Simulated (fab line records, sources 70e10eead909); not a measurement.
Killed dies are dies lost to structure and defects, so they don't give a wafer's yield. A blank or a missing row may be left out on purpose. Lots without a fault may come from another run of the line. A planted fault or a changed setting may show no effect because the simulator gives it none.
Chamber matching | flow nand_harc | NHARC_P_M1_PRE_CLEAN_32 on pecvd-01: 3 sister chambers
The step time 12 s. 6 wafers are shown with their chamber, then 9 later ones without.

WAFERS WITH THEIR CHAMBER
wafer  | chamber | heater_power_outer_w (W) | heater_power_w (W)
L081.5 | 1       | 310                      | 566
L082.2 | 1       | 302                      | 552
L082.6 | 0       | 361                      | 594
L085.1 | 2       | 395                      | 710
L085.3 | 0       | 361                      | 624
L085.6 | 2       | 373                      | 711

WAFERS WITHOUT THEIR CHAMBER
wafer  | heater_power_outer_w (W) | heater_power_w (W)
L089.3 | 397                      | 705
L089.5 | 282                      | 521
L089.6 | 351                      | 582
L088.3 | 259                      | 495
L088.4 | 363                      | 628
L088.6 | 373                      | 701
L094.1 | 333                      | 634
L094.3 | 324                      | 562
L094.4 | 328                      | 646

WHICH CHAMBER EACH WENT THROUGH
wafer  | from the rows above | in truth
L089.3 | 2                   | 2
L089.5 | 1                   | 1
L089.6 | 0                   | 0
L088.3 | 1                   | 1
L088.4 | 0                   | 0
L088.6 | 2                   | 2
L094.1 | 0                   | 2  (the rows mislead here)
L094.3 | 1                   | 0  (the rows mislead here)
L094.4 | 0                   | 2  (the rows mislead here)
Placed correctly: 6 of 9. Can't be placed from these rows: 0. Placed wrongly: 3.
How it was worked out, from the rows above alone: a wafer's distance from a chamber is the root of the sum, over the readings, of the square of ((its reading less the chamber's mean) divided by the reading's scatter). The wafer belongs to the nearest chamber; if the next one is less than 2 further off, it can't be placed. A chamber's mean is the mean of its shown wafers. The scatter: the root of (the sum of the squares of (reading less its chamber's mean) over the shown wafers, divided by (wafers less chambers)).
